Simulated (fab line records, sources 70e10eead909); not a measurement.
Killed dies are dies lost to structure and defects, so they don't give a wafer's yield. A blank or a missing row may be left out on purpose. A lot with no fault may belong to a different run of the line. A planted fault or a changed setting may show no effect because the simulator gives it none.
Matching of chambers -- flow nand harc -- NHARC_A_CONTACT_DESCUM_47 on rie diel-03: 4 sister chambers
The step chemistry O2, time 3 s. 20 wafers are shown with their chamber, then 10 later ones without.

== WAFERS PAIRED WITH THEIR CHAMBERS ==
wafer,chamber,showerhead plenum p Torr (Torr),drypump motor current A (A),oes product au (a.u.)
L074.2,2,1.86,5.9,0.997
L074.3,3,1.98,6.5,0.995
L074.5,3,1.98,6.5,0.988
L075.1,3,1.98,6.5,0.995
L075.2,1,2.00,6.2,0.996
L075.4,2,1.86,5.9,1.000
L076.4,0,1.93,5.3,0.996
L076.5,0,1.93,5.3,0.991
L076.6,3,1.98,6.5,0.984
L082.1,0,1.93,5.3,0.986
L082.2,1,1.99,6.1,1.007
L082.5,2,1.86,5.9,1.003
L084.2,2,1.86,5.9,1.018
L084.4,3,1.98,6.5,1.004
L084.6,2,1.86,5.9,1.019
L085.3,2,1.86,5.9,0.998
L085.4,3,1.98,6.5,0.991
L085.6,1,1.99,6.1,0.995
L087.1,1,1.99,6.2,1.002
L087.2,2,1.86,5.9,1.008

SIGNATURES (means of the wafers above)
reading,chamber 0,chamber 1,chamber 2,chamber 3,scatter within a chamber
showerhead plenum p Torr,1.9300,1.9925,1.8600,1.9800,0.00217
drypump motor current A,5.300,6.150,5.900,6.500,0.025
oes product au,0.99100,1.00000,1.00614,0.99283,0.00746
Rule: distance of a wafer from a chamber = root of the sum over the readings of ((wafer's reading minus chamber's mean) / reading's scatter) squared. If the next closest chamber is less than 2 further off than the closest, the wafer can't be placed; otherwise it belongs to the closest. The scatter: take each reading less its chamber's mean, square it, sum over the shown wafers, divide by the number of wafers less the number of chambers, and take the root.

== WAFERS WHOSE CHAMBER IS MISSING ==
wafer,showerhead plenum p Torr (Torr),drypump motor current A (A),oes product au (a.u.)
L087.5,1.97,6.5,1.004
L089.1,1.86,5.9,0.993
L089.3,1.97,6.5,0.993
L089.4,1.99,6.2,0.998
L093.1,1.99,6.1,0.998
L093.3,1.97,6.5,0.996
L093.5,1.99,6.1,1.004
L097.2,1.98,6.2,1.007
L097.3,1.97,6.5,1.005
L097.6,1.85,5.9,0.996

== THE CHAMBER EACH PASSED THROUGH ==
wafer,from the rows above,in truth
L087.5,3,3
L089.1,2,2
L089.3,3,3
L089.4,1,1
L093.1,1,1
L093.3,3,3
L093.5,1,1
L097.2,1,1
L097.3,3,3
L097.6,2,2
Correctly placed: 10 of 10. Left unplaced by these rows: 0. 0 placed wrongly.
